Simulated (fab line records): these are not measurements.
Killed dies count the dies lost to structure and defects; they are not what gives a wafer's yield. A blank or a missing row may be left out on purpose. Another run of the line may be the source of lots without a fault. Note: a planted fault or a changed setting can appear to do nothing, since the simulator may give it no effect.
fab line records ; flow n5Finfet ; part 2 of 2: steps 24 to 30 of 30
record lots=5; wafers=15; lastDay=18
route steps=1938 shown BEOL_M13@1708 BEOL_M14@1716
lots that met no fault: taken from a fault-free run of the same line
startH: the number of hours between the record's first day and the start of the first shown wafer of the lot ; waitH: hours elapsed since this lot's preceding step ; " repeats the value in the row above ; L1.1+2: several wafers, shown together as one row ; - no value, or no start was given ; * or withheld: withheld ; < > ~ a bound
route shown NAME@n: NAME is a module with steps in the file, n the number in the route of the first one ; usual: average and standard deviation across the fault-free wafers ; same: alike in all rows ; chamber/n: place in a boat ; sites: the reading at each site ; _std_site: standard deviation across them ; _edge_site: inner sites' mean taken away from outer sites' mean ; radiusMm: how far each site lies from the wafer's centre ; mask NAME#n: copy n ; behind: the last tool/chamber to shape the wafer ; hold: why the lot went on hold/how many hours it stayed there/how the hold came to an end ; device: the n, p or np transistor that did not switch ; end of line: the tests these same wafers got at the end of their route ; a step given without rows: its recipe and nothing more ; killed: dies that structure and defects cost at the first sort, which is not the same as the wafer's yield ; map: a wafer's dies, x killed, . not, _ none there
set.NAME: the setting that was run; set.NAME@STEP: the one run at that earlier step ; model.NAME: the simulator's own value behind a step, which no gauge read
certain route steps with their lots: each step a table, each wafer a row
services: from which hour (startH, from the record's first day; less than 0 if before it) a tool's chamber was out of use, for how many hours, and why
## steps
# step N5_BEOL_M14_VIA_ETCH_16
# recipe chemistry=C4F8/O2/Ar; target=SiO2; heInnerTorr=15; heOuterTorr=30; targetDepthA=12313; timeS=withheld; ionEnergyEv=800; pressureMtorr=20; sourceW=1905; biasW=2040; Ar_flow_sccm=400; C4F8_flow_sccm=16; O2_flow_sccm=12; ends=cleared
# usual chamberPressureMTorr=20.003/0.02; drypumpMotorCurrentA=5.5/0.44; oes_o_777_au=0.82/0.064; oesProductAu=0.73/0.058; rfVppV=2208/35; showerheadPlenumPTorr=3.45/0.12; throttleValvePct=30.78/0.19
lot.wafer;tool;chamber;startH;waitH;chamberPressureMTorr;drypumpMotorCurrentA;oes_o_777_au;oesProductAu;rfVppV;showerheadPlenumPTorr;throttleValvePct
L076.2;rieDiel-01;2;256.83;0.0;20.005;5.2;0.94;0.83;2247;3.36;30.34
L076.4;rieDiel-01;2;256.83;0.0;19.991;5.2;0.94;0.83;2247;3.36;30.32
L076.6;rieDiel-01;1;256.83;0.0;20.011;6.7;0.87;0.81;2193;3.36;30.98
L087.1;rieDiel-06;3;334.73;0.0;19.991;5.3;0.86;0.75;2199;3.35;30.57
L087.4;rieDiel-06;2;334.73;0.0;19.987;5.5;0.79;0.71;2216;3.43;31.00
L087.6;rieDiel-06;0;334.73;0.0;19.999;5.6;0.88;0.79;2152;3.61;30.75
L091.3;rieDiel-06;2;349.49;0.0;20.006;5.5;0.79;0.72;2216;3.43;30.99
L091.4;rieDiel-06;0;349.49;0.0;19.966;5.5;0.87;0.77;2151;3.61;30.75
L091.6;rieDiel-06;1;349.49;0.0;20.011;4.9;0.76;0.67;2255;3.43;30.73
L092.4;rieDiel-06;0;369.08;0.0;20.016;5.6;0.86;0.77;2152;3.61;30.74
L092.5;rieDiel-06;0;369.08;0.0;20.020;5.6;0.85;0.77;2154;3.61;30.75
L092.6;rieDiel-06;1;369.08;0.0;20.001;4.9;0.75;0.66;2257;3.43;30.73
L097.2;rieDiel-06;0;414.82;0.0;19.956;5.6;0.84;0.74;2152;3.60;30.76
L097.3;rieDiel-06;2;414.82;0.0;19.994;5.5;0.77;0.70;2213;3.42;31.02
L097.4;rieDiel-06;3;414.82;0.0;20.001;5.3;0.82;0.72;2199;3.33;30.58
# step N5_BEOL_M14_STRIP_63
# recipe chemistry=O2; powerW=600; tempC=60; pressureMtorr=30; rfFrequencyHz=6e+07; biasPowerW=0; overashFraction=0.3; o2FlowSccm=225
# usual chamberPressureMTorr=30.00/0.049; drypumpMotorCurrentA=5.5/0.45; oesProductAu=0.82/0.065; rfVppV=3.7/0.94; showerheadPlenumPTorr=2.11/0.077; throttleValvePct=16.61/0.23
# same biasPowerW=0
lot.wafer;tool;chamber;startH;waitH;chamberPressureMTorr;drypumpMotorCurrentA;oesProductAu;rfHoursCounterH;rfVppV;showerheadPlenumPTorr;throttleValvePct
L076.2;rieDiel-01;2;-;-;29.97;5.1;0.90;26;3.8;2.06;16.26
L076.4;rieDiel-01;2;-;-;29.93;5.1;0.93;-;4.3;2.06;16.18
L076.6;rieDiel-01;1;-;-;29.96;6.7;0.89;-;4.0;2.05;16.67
L087.1;rieDiel-06;3;-;-;29.98;5.3;0.85;70;3.4;2.05;16.40
L087.4;rieDiel-06;2;-;-;29.93;5.5;0.80;109;3.2;2.11;16.98
L087.6;rieDiel-06;0;-;-;29.96;5.5;0.88;-;5.2;2.23;16.55
L091.3;rieDiel-06;2;-;-;30.05;5.5;0.80;114;3.2;2.11;16.99
L091.4;rieDiel-06;0;-;-;29.95;5.5;0.87;60;4.0;2.23;16.58
L091.6;rieDiel-06;1;-;-;30.01;4.9;0.75;-;4.2;2.09;16.56
L092.4;rieDiel-06;0;-;-;30.08;5.6;0.85;68;5.1;2.22;16.61
L092.5;rieDiel-06;0;-;-;30.03;5.6;0.84;-;3.0;2.22;16.62
L092.6;rieDiel-06;1;-;-;30.01;4.9;0.73;-;4.1;2.09;16.59
L097.2;rieDiel-06;0;-;-;29.98;5.5;0.83;85;4.6;2.22;16.65
L097.3;rieDiel-06;2;-;-;30.00;5.5;0.77;137;2.8;2.10;17.03
L097.4;rieDiel-06;3;-;-;30.06;5.3;0.81;100;5.2;2.04;16.41
# step N5_BEOL_M14_STRIP_64
# recipe chemistry=O2; powerW=600; tempC=60; pressureMtorr=30; rfFrequencyHz=6e+07; biasPowerW=0; overashFraction=0.3; o2FlowSccm=225
# usual chamberPressureMTorr=30.000/0.028; drypumpMotorCurrentA=5.5/0.44; oesProductAu=0.82/0.065; rfVppV=3.6/0.49; showerheadPlenumPTorr=2.11/0.077; throttleValvePct=16.61/0.23
# same biasPowerW=0
lot.wafer;tool;chamber;startH;waitH;chamberPressureMTorr;drypumpMotorCurrentA;oesProductAu;rfHoursCounterH;rfVppV;showerheadPlenumPTorr;throttleValvePct
L076.2;rieDiel-01;2;-;-;30.010;5.1;0.93;26;3.9;2.06;16.19
L076.4;rieDiel-01;2;-;-;30.004;5.1;0.91;-;3.3;2.06;16.21
L076.6;rieDiel-01;1;-;-;29.990;6.7;0.89;-;3.2;2.05;16.69
L087.1;rieDiel-06;3;-;-;30.043;5.2;0.84;70;2.8;2.05;16.37
L087.4;rieDiel-06;2;-;-;30.024;5.5;0.79;109;3.6;2.11;16.99
L087.6;rieDiel-06;0;-;-;29.958;5.5;0.87;-;3.9;2.23;16.59
L091.3;rieDiel-06;2;-;-;30.039;5.5;0.79;114;4.3;2.11;17.01
L091.4;rieDiel-06;0;-;-;30.026;5.5;0.87;60;3.7;2.23;16.60
L091.6;rieDiel-06;1;-;-;29.994;4.9;0.75;-;3.9;2.09;16.55
L092.4;rieDiel-06;0;-;-;30.018;5.5;0.86;68;2.8;2.22;16.63
L092.5;rieDiel-06;0;-;-;30.020;5.5;0.85;-;3.5;2.22;16.62
L092.6;rieDiel-06;1;-;-;30.006;4.9;0.74;-;2.8;2.09;16.57
L097.2;rieDiel-06;0;-;-;29.997;5.5;0.83;85;3.0;2.22;16.66
L097.3;rieDiel-06;2;-;-;30.020;5.5;0.76;137;3.5;2.10;17.05
L097.4;rieDiel-06;3;-;-;29.970;5.3;0.80;100;3.4;2.04;16.42
# step N5_BEOL_M14_STRIP_71
# recipe chemistry=postEtchResidueRemover; timeS=60; tempC=25; removerPh=withheld; removerWaterWtPct=withheld; removerFluorideWtPct=withheld
lot.wafer;tool;chamber;startH;waitH
L076.2+4+6;wetBench-02;5,4,1;257.12;-
L087.1+4+6;wetBench-03;2,0,1;335.02;-
L091.3+4+6;wetBench-05;4,1,7;349.78;-
L092.4+5+6;wetBench-05;2,0,3;369.37;-
L097.2+3+4;wetBench-02;5,6,1;415.11;-
# step N5_BEOL_M14_SRD_72
# recipe timeS=30; tempC=23; rinseLiquid=diw; dry=n2Spin; spinRpm=1500; dryTimeS=30
lot.wafer;tool;chamber;startH;waitH
L076.2+4+6;wetBench-02;5,4,1;257.14;0.0
L087.1+4+6;wetBench-03;2,0,1;335.04;0.0
L091.3+4+6;wetBench-05;4,1,7;349.80;0.0
L092.4+5+6;wetBench-05;2,0,3;369.39;0.0
L097.2+3+4;wetBench-02;5,6,1;415.13;0.0
# step N5_BEOL_M14_CD_MEAS_17
# recipe targetCdNm=250; polarity=opening
# usual cdNm=250.4/2.2
lot.wafer;tool;chamber;startH;waitH;cdNm
L076.2;cdSem-03;-;257.18;0.0;249.0
L076.4;cdSem-03;-;257.18;0.0;248.9
L076.6;cdSem-03;-;257.18;0.0;251.1
L087.1;cdSem-03;-;335.07;0.0;249.1
L087.4;cdSem-03;-;335.07;0.0;247.7
L087.6;cdSem-03;-;335.07;0.0;252.6
L091.3;cdSem-02;-;349.84;0.0;251.8
L091.4;cdSem-02;-;349.84;0.0;251.9
L091.6;cdSem-02;-;349.84;0.0;252.6
L092.4;cdSem-03;-;369.44;0.0;252.2
L092.5;cdSem-03;-;369.44;0.0;250.2
L092.6;cdSem-03;-;369.44;0.0;252.4
L097.2;cdSem-01;-;415.17;0.0;250.2
L097.3;cdSem-01;-;415.17;0.0;248.9
L097.4;cdSem-01;-;415.17;0.0;250.3
# step N5_BEOL_M14_COAT_65
# recipe resist=SOC; tempC=250; timeS=60; spinRpm=1500; resistThkNm=450
# usual exhaustPa=45.1/0.88
lot.wafer;tool;chamber;startH;waitH;exhaustPa
L076.2;lithoTrack-03;0;257.21;0.0;46.2
L076.4;lithoTrack-03;0;257.21;0.0;44.2
L076.6;lithoTrack-03;0;257.21;0.0;44.7
L087.1;lithoTrack-01;0;335.11;0.0;44.2
L087.4;lithoTrack-01;0;335.11;0.0;45.8
L087.6;lithoTrack-01;0;335.11;0.0;45.1
L091.3;lithoTrack-04;0;349.88;0.0;47.3
L091.4;lithoTrack-04;0;349.88;0.0;46.7
L091.6;lithoTrack-04;0;349.88;0.0;46.6
L092.4;lithoTrack-04;0;369.47;0.0;43.3
L092.5;lithoTrack-04;0;369.47;0.0;43.8
L092.6;lithoTrack-04;0;369.47;0.0;44.5
L097.2;lithoTrack-04;0;415.20;0.0;45.5
L097.3;lithoTrack-04;0;415.20;0.0;44.3
L097.4;lithoTrack-04;0;415.20;0.0;45.0
## services
tool;chamber;startH;hours;kind
rieDiel-01;0;231.78;6.0;repair
krfScanner-01;-;243.01;1.3;repair
krfScanner-02;-;259.11;0.8;pm
krfScanner-01;-;259.68;0.8;repair
ecdCu-01;-;265.90;1.6;repair
pecvd-01;0;272.18;70.1;repair
rtpAnneal-02;-;287.30;3.2;pm
cmp-01;-;291.99;1.7;repair
krfScanner-02;-;308.54;1.3;pm
pecvd-03;-;309.27;0.5;repair
cmp-03;-;311.97;4.0;pm
ecdCu-01;-;316.46;5.0;repair
pecvd-04;-;319.34;11.9;repair
rieDiel-06;0;323.70;2.2;repair
cmp-03;-;324.02;4.8;pm
ecdCu-01;-;349.40;1.4;repair
pecvd-03;-;358.62;2.8;repair
krfScanner-01;-;361.51;1.0;pm
rtpAnneal-01;-;374.98;5.1;pm
krfScanner-01;-;379.92;1.3;pm
krfScanner-01;-;384.26;0.8;pm
ecdCu-01;-;387.16;5.7;pm
krfScanner-01;-;408.29;0.6;repair
pecvd-03;-;412.91;5.5;pm
